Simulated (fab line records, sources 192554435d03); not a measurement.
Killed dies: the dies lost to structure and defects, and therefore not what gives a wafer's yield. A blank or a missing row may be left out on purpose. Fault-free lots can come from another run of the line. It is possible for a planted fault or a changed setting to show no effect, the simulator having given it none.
Split-lot trial    flow n5 finfet    7 lots, 39 wafers read, on a route of 1938 steps

== ABOUT THE SPLIT ==
At N5_BEOL_M10_ETCH_62 (etches SOC in N2/H2, target depth 110 nm, overetch 22 nm, time 165 s), the setting time s was moved away from the recipe's 165 s on 9 of the 39 wafers read, by -30.0% to +28.8%. For the rest of the wafers, this setting stayed at what the recipe calls for.

Reading taken at the split's own step.

== THE READING ==
SiARC_of_BEOL_M10_COAT_60.thk nm (the simulator's own value, which no gauge read), in nm, at N5_BEOL_M10_ETCH_62 (etches SOC in N2/H2, target depth 110 nm, overetch 22 nm, time 165 s). The file does not state a usual value for it. Here, 30 wafers ran the recipe; their average is 23.5 nm with a standard deviation of 0.28 nm.

wafer   tool, chamber at the split  time s as run, s  against the recipe  SiARC_of_BEOL_M10_COAT_60.thk nm, nm  against lot-mates on the recipe
L075.1  rie diel-04, 1              165               recipe              23.8                                  -
L075.5  rie diel-04, 1              165               recipe              23.8                                  -
L075.2  rie diel-04, 3              165               recipe              23                                    -
L075.3  rie diel-04, 2              165               recipe              24                                    -
L075.6  rie diel-04, 2              165               recipe              24                                    -
L075.4  rie diel-04, 0              165               recipe              23.2                                  -
L077.1  rie diel-05, 0              165               recipe              23.6                                  -
L077.5  rie diel-05, 0              165               recipe              23.6                                  -
L077.2  rie diel-05, 1,2,1          115.5             -30.0%              25.4                                  +1.9
L077.3  rie diel-05, 1,2,1          115.5             -30.0%              25.4                                  +1.9
L077.6  rie diel-05, 1,2,1          115.5             -30.0%              25.4                                  +1.9
L077.4  rie diel-05, 3              165               recipe              23.2                                  -
L079.1  rie diel-04, 2              115.8             -29.8%              25.6                                  +2.5
L079.2  rie diel-04, 1              165               recipe              23.6                                  -
L079.3  rie diel-04, 3              165               recipe              22.8                                  -
L079.4  rie diel-04, 0              115.8             -29.8%              25.2                                  +2.1
L079.5  rie diel-04, 3              115.8             -29.8%              24.8                                  +1.7
L079.6  rie diel-04, 0              165               recipe              23                                    -
L088.1  rie diel-05, 3,1            212.6             +28.8%              21.6                                  -2.0
L088.2  rie diel-05, 3,1            212.6             +28.8%              21.6                                  -2.0
L088.3  rie diel-05, 0              165               recipe              23.8                                  -
L088.4  rie diel-05, 2              165               recipe              23.6                                  -
L088.5  rie diel-05, 2              212.6             +28.8%              21.8                                  -1.8
L088.6  rie diel-05, 3              165               recipe              23.4                                  -
L090.1  rie diel-05, 2,0,0          165               recipe              23.6                                  -
L090.3  rie diel-05, 2,0,0          165               recipe              23.6                                  -
L090.6  rie diel-05, 2,0,0          165               recipe              23.6                                  -
L090.2  rie diel-05, 1,3,3          165               recipe              23.4                                  -
L090.4  rie diel-05, 1,3,3          165               recipe              23.4                                  -
L090.5  rie diel-05, 1,3,3          165               recipe              23.4                                  -
L089.1  rie diel-05, 0,2,2          165               recipe              23.6                                  -
L089.3  rie diel-05, 0,2,2          165               recipe              23.6                                  -
L089.6  rie diel-05, 0,2,2          165               recipe              23.6                                  -
L089.2  rie diel-05, 1,3,3          165               recipe              23.4                                  -
L089.4  rie diel-05, 1,3,3          165               recipe              23.4                                  -
L089.5  rie diel-05, 1,3,3          165               recipe              23.4                                  -
L093.4  rie diel-03, 1,2            165               recipe              23.2                                  -
L093.6  rie diel-03, 1,2            165               recipe              23.2                                  -
L093.5  rie diel-03, 1              165               recipe              23.4                                  -
Where a row lists several chambers, the file gives one row for several wafers and doesn't say which wafer went through which chamber.

FIT RESULTS
A straight line over all 39 wafers: SiARC_of_BEOL_M10_COAT_60.thk nm changes by -0.0616 nm for each +1% of time s; r = -0.96; the points scatter about the line by 0.27 nm.
The same after taking each lot's own level away (the mean of its wafers on the recipe; 39 wafers): -0.0669 nm for each +1%; r = -0.97; scatter 0.23 nm.
On that fit, the largest move of time s shifts the reading by 2 nm.
From 23.13 to 23.63 nm: that is the span of the lots' own levels, equal to 1.8 times the standard deviation above.
Consequently the slope shifts little with the lot-to-lot level, the two slopes agreeing.
Check: for one of the wafers moved furthest among these (-30.0%), held out of the fit, the line's prediction against its lot-mates is +2.02 nm. It came out at +1.93 nm against them.

== OTHER SPLITS ON THESE WAFERS ==
These wafers also went through other splits before the reading. Each is held against what the fit with the lots' levels taken away leaves over:
other split on the same wafers           wafers away from the commonest value  r with SiARC_of_BEOL_M10_COAT_60.thk nm (lot level and that fit taken away)
N5_ZERO_LAYER_DEVELOP_10 develop time s  15                                    -0.08
N5_FIN_SAQP_SPACER1_ALD_24 ald cycles    15                                    -0.03
N5_SD_EPI_N_ETCH_45 target depth a       15                                    -0.10
N5_MOL_CONTACT_COAG_ETCHBACK_135 time s  18                                    +0.06
N5_BEOL_M3_ALD_84 ald cycles             18                                    +0.12
N5_BEOL_M7_DEP_56 time s                 12                                    +0.08

== FILE'S OWN FIT ==
SiARC_of_BEOL_M10_COAT_60.thk nm changes by -0.0669 nm for each +1% of time s, r = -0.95.
